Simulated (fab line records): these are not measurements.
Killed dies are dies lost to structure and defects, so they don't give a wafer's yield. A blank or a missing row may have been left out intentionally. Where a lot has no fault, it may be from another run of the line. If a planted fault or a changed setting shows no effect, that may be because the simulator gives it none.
Split-lot experiment || flow n5_finfet || 39 wafers read across 7 lots, on a route 1938 steps long

SPLIT DETAILS
At N5_PASSIVATION_AL_DEP_21 (deposits Al, target thk 2800 nm, time 170 s), the setting time_s was moved away from the recipe's 170 s on 18 of the 39 wafers read, by -50.0% to +56.5%. For the rest of the wafers, this setting stayed at what the recipe calls for.

The reading comes from the split's own step.

THE READING
Al_of_PASSIVATION_AL_DEP_21.thk_nm (the simulator's own value, which no gauge read), in nm, at N5_PASSIVATION_AL_DEP_21 (deposits Al, target thk 2800 nm, time 170 s). The file gives no usual value for it. Here, 21 wafers ran the recipe; their average is 2810 nm with a standard deviation of 44 nm.

{"wafer": "L075.1", "tool, chamber at the split": "pvd_sputter-01, -", "time_s as run, s": 170, "against the recipe": "recipe", "Al_of_PASSIVATION_AL_DEP_21.thk_nm, nm": 2744, "against lot-mates on the recipe": "-"}
{"wafer": "L075.2", "tool, chamber at the split": "pvd_sputter-01, -", "time_s as run, s": 170, "against the recipe": "recipe", "Al_of_PASSIVATION_AL_DEP_21.thk_nm, nm": 2700, "against lot-mates on the recipe": "-"}
{"wafer": "L075.5", "tool, chamber at the split": "pvd_sputter-01, -", "time_s as run, s": 170, "against the recipe": "recipe", "Al_of_PASSIVATION_AL_DEP_21.thk_nm, nm": 2761, "against lot-mates on the recipe": "-"}
{"wafer": "L077.1", "tool, chamber at the split": "pvd_sputter-03, -", "time_s as run, s": 222, "against the recipe": "+30.6%", "Al_of_PASSIVATION_AL_DEP_21.thk_nm, nm": 3709, "against lot-mates on the recipe": "+853"}
{"wafer": "L077.2", "tool, chamber at the split": "pvd_sputter-03, -", "time_s as run, s": 170, "against the recipe": "recipe", "Al_of_PASSIVATION_AL_DEP_21.thk_nm, nm": 2858, "against lot-mates on the recipe": "-"}
{"wafer": "L077.3", "tool, chamber at the split": "pvd_sputter-03, -", "time_s as run, s": 170, "against the recipe": "recipe", "Al_of_PASSIVATION_AL_DEP_21.thk_nm, nm": 2843, "against lot-mates on the recipe": "-"}
{"wafer": "L077.4", "tool, chamber at the split": "pvd_sputter-03, -", "time_s as run, s": 222, "against the recipe": "+30.6%", "Al_of_PASSIVATION_AL_DEP_21.thk_nm, nm": 3730, "against lot-mates on the recipe": "+874"}
{"wafer": "L077.5", "tool, chamber at the split": "pvd_sputter-03, -", "time_s as run, s": 170, "against the recipe": "recipe", "Al_of_PASSIVATION_AL_DEP_21.thk_nm, nm": 2866, "against lot-mates on the recipe": "-"}
{"wafer": "L077.6", "tool, chamber at the split": "pvd_sputter-03, -", "time_s as run, s": 222, "against the recipe": "+30.6%", "Al_of_PASSIVATION_AL_DEP_21.thk_nm, nm": 3714, "against lot-mates on the recipe": "+858"}
{"wafer": "L078.1", "tool, chamber at the split": "pvd_sputter-02, -", "time_s as run, s": 170, "against the recipe": "recipe", "Al_of_PASSIVATION_AL_DEP_21.thk_nm, nm": 2830, "against lot-mates on the recipe": "-"}
{"wafer": "L078.2", "tool, chamber at the split": "pvd_sputter-02, -", "time_s as run, s": 133, "against the recipe": "-21.8%", "Al_of_PASSIVATION_AL_DEP_21.thk_nm, nm": 2184, "against lot-mates on the recipe": -628}
{"wafer": "L078.3", "tool, chamber at the split": "pvd_sputter-02, -", "time_s as run, s": 170, "against the recipe": "recipe", "Al_of_PASSIVATION_AL_DEP_21.thk_nm, nm": 2803, "against lot-mates on the recipe": "-"}
{"wafer": "L078.4", "tool, chamber at the split": "pvd_sputter-02, -", "time_s as run, s": 170, "against the recipe": "recipe", "Al_of_PASSIVATION_AL_DEP_21.thk_nm, nm": 2803, "against lot-mates on the recipe": "-"}
{"wafer": "L078.5", "tool, chamber at the split": "pvd_sputter-02, -", "time_s as run, s": 133, "against the recipe": "-21.8%", "Al_of_PASSIVATION_AL_DEP_21.thk_nm, nm": 2232, "against lot-mates on the recipe": -580}
{"wafer": "L078.6", "tool, chamber at the split": "pvd_sputter-02, -", "time_s as run, s": 133, "against the recipe": "-21.8%", "Al_of_PASSIVATION_AL_DEP_21.thk_nm, nm": 2187, "against lot-mates on the recipe": -625}
{"wafer": "L080.1", "tool, chamber at the split": "pvd_sputter-02, -", "time_s as run, s": 93.01, "against the recipe": "-45.3%", "Al_of_PASSIVATION_AL_DEP_21.thk_nm, nm": 1510, "against lot-mates on the recipe": -1269}
{"wafer": "L080.2", "tool, chamber at the split": "pvd_sputter-02, -", "time_s as run, s": 93.01, "against the recipe": "-45.3%", "Al_of_PASSIVATION_AL_DEP_21.thk_nm, nm": 1491, "against lot-mates on the recipe": -1288}
{"wafer": "L080.3", "tool, chamber at the split": "pvd_sputter-02, -", "time_s as run, s": 170, "against the recipe": "recipe", "Al_of_PASSIVATION_AL_DEP_21.thk_nm, nm": 2755, "against lot-mates on the recipe": "-"}
{"wafer": "L080.4", "tool, chamber at the split": "pvd_sputter-02, -", "time_s as run, s": 170, "against the recipe": "recipe", "Al_of_PASSIVATION_AL_DEP_21.thk_nm, nm": 2801, "against lot-mates on the recipe": "-"}
{"wafer": "L080.5", "tool, chamber at the split": "pvd_sputter-02, -", "time_s as run, s": 93.01, "against the recipe": "-45.3%", "Al_of_PASSIVATION_AL_DEP_21.thk_nm, nm": 1492, "against lot-mates on the recipe": -1287}
{"wafer": "L080.6", "tool, chamber at the split": "pvd_sputter-02, -", "time_s as run, s": 170, "against the recipe": "recipe", "Al_of_PASSIVATION_AL_DEP_21.thk_nm, nm": 2780, "against lot-mates on the recipe": "-"}
{"wafer": "L081.1", "tool, chamber at the split": "pvd_sputter-02, -", "time_s as run, s": 170, "against the recipe": "recipe", "Al_of_PASSIVATION_AL_DEP_21.thk_nm, nm": 2854, "against lot-mates on the recipe": "-"}
{"wafer": "L081.2", "tool, chamber at the split": "pvd_sputter-02, -", "time_s as run, s": 170, "against the recipe": "recipe", "Al_of_PASSIVATION_AL_DEP_21.thk_nm, nm": 2851, "against lot-mates on the recipe": "-"}
{"wafer": "L081.3", "tool, chamber at the split": "pvd_sputter-02, -", "time_s as run, s": 170, "against the recipe": "recipe", "Al_of_PASSIVATION_AL_DEP_21.thk_nm, nm": 2878, "against lot-mates on the recipe": "-"}
{"wafer": "L081.4", "tool, chamber at the split": "pvd_sputter-02, -", "time_s as run, s": 85.01, "against the recipe": "-50.0%", "Al_of_PASSIVATION_AL_DEP_21.thk_nm, nm": 1419, "against lot-mates on the recipe": -1442}
{"wafer": "L081.5", "tool, chamber at the split": "pvd_sputter-02, -", "time_s as run, s": 85.01, "against the recipe": "-50.0%", "Al_of_PASSIVATION_AL_DEP_21.thk_nm, nm": 1476, "against lot-mates on the recipe": -1385}
{"wafer": "L081.6", "tool, chamber at the split": "pvd_sputter-02, -", "time_s as run, s": 85.01, "against the recipe": "-50.0%", "Al_of_PASSIVATION_AL_DEP_21.thk_nm, nm": 1495, "against lot-mates on the recipe": -1366}
{"wafer": "L082.1", "tool, chamber at the split": "pvd_sputter-03, -", "time_s as run, s": 170, "against the recipe": "recipe", "Al_of_PASSIVATION_AL_DEP_21.thk_nm, nm": 2795, "against lot-mates on the recipe": "-"}
{"wafer": "L082.2", "tool, chamber at the split": "pvd_sputter-03, -", "time_s as run, s": 170, "against the recipe": "recipe", "Al_of_PASSIVATION_AL_DEP_21.thk_nm, nm": 2822, "against lot-mates on the recipe": "-"}
{"wafer": "L082.3", "tool, chamber at the split": "pvd_sputter-03, -", "time_s as run, s": 266, "against the recipe": "+56.5%", "Al_of_PASSIVATION_AL_DEP_21.thk_nm, nm": 4377, "against lot-mates on the recipe": "+1557"}
{"wafer": "L082.4", "tool, chamber at the split": "pvd_sputter-03, -", "time_s as run, s": 170, "against the recipe": "recipe", "Al_of_PASSIVATION_AL_DEP_21.thk_nm, nm": 2844, "against lot-mates on the recipe": "-"}
{"wafer": "L082.5", "tool, chamber at the split": "pvd_sputter-03, -", "time_s as run, s": 266, "against the recipe": "+56.5%", "Al_of_PASSIVATION_AL_DEP_21.thk_nm, nm": 4371, "against lot-mates on the recipe": "+1551"}
{"wafer": "L082.6", "tool, chamber at the split": "pvd_sputter-03, -", "time_s as run, s": 266, "against the recipe": "+56.5%", "Al_of_PASSIVATION_AL_DEP_21.thk_nm, nm": 4384, "against lot-mates on the recipe": "+1564"}
{"wafer": "L089.1", "tool, chamber at the split": "pvd_sputter-02, -", "time_s as run, s": 170, "against the recipe": "recipe", "Al_of_PASSIVATION_AL_DEP_21.thk_nm, nm": 2798, "against lot-mates on the recipe": "-"}
{"wafer": "L089.3", "tool, chamber at the split": "pvd_sputter-02, -", "time_s as run, s": 170, "against the recipe": "recipe", "Al_of_PASSIVATION_AL_DEP_21.thk_nm, nm": 2798, "against lot-mates on the recipe": "-"}
{"wafer": "L089.2", "tool, chamber at the split": "pvd_sputter-02, -", "time_s as run, s": 170, "against the recipe": "recipe", "Al_of_PASSIVATION_AL_DEP_21.thk_nm, nm": 2836, "against lot-mates on the recipe": "-"}
{"wafer": "L089.4", "tool, chamber at the split": "pvd_sputter-02, -", "time_s as run, s": 119.7, "against the recipe": "-29.6%", "Al_of_PASSIVATION_AL_DEP_21.thk_nm, nm": 1976, "against lot-mates on the recipe": -835}
{"wafer": "L089.5", "tool, chamber at the split": "pvd_sputter-02, -", "time_s as run, s": 119.7, "against the recipe": "-29.6%", "Al_of_PASSIVATION_AL_DEP_21.thk_nm, nm": 1956, "against lot-mates on the recipe": -855}
{"wafer": "L089.6", "tool, chamber at the split": "pvd_sputter-02, -", "time_s as run, s": 119.7, "against the recipe": "-29.6%", "Al_of_PASSIVATION_AL_DEP_21.thk_nm, nm": 1961, "against lot-mates on the recipe": -850}

THE FIT
A straight line over all 39 wafers: Al_of_PASSIVATION_AL_DEP_21.thk_nm changes by +28.1 nm for each +1% of time_s; r = +1.00; the points scatter about the line by 43 nm.
The same after taking each lot's own level away (the mean of its wafers on the recipe; 39 wafers): +28 nm for each +1%; r = +1.00; scatter 20 nm.
According to that fit, moving time_s by its largest amount changes the reading by 1.6e+03 nm.
The span of the lots' own levels, 2735.0 to 2861.0 nm, comes to 2.9 times the standard deviation stated above.
The two slopes agree, so the slope changes little with the lot-to-lot level.
Check: for one of the wafers moved furthest among these (+56.5%), held out of the fit, the line's prediction against its lot-mates is +1.58e+03 nm. It came out at +1.56e+03 nm against them.

FURTHER SPLITS ON THESE WAFERS
Before the reading, these wafers also passed through other splits. Each is held against what the fit with the lots' levels taken away leaves over:
{"other split on the same wafers": "N5_BEOL_M9_ILD_DEP_00 time_s", "wafers away from the commonest value": 15, "r with Al_of_PASSIVATION_AL_DEP_21.thk_nm (lot level and that fit taken away)": -0.07}
{"other split on the same wafers": "N5_BEOL_M10_ETCH_62 time_s", "wafers away from the commonest value": 12, "r with Al_of_PASSIVATION_AL_DEP_21.thk_nm (lot level and that fit taken away)": -0.13}
{"other split on the same wafers": "N5_PASSIVATION_ETCH_15 target_depth_a", "wafers away from the commonest value": 15, "r with Al_of_PASSIVATION_AL_DEP_21.thk_nm (lot level and that fit taken away)": "+0.18"}

THE FILE'S OWN FIT
Al_of_PASSIVATION_AL_DEP_21.thk_nm changes by +28 nm for each +1% of time_s, r = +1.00.
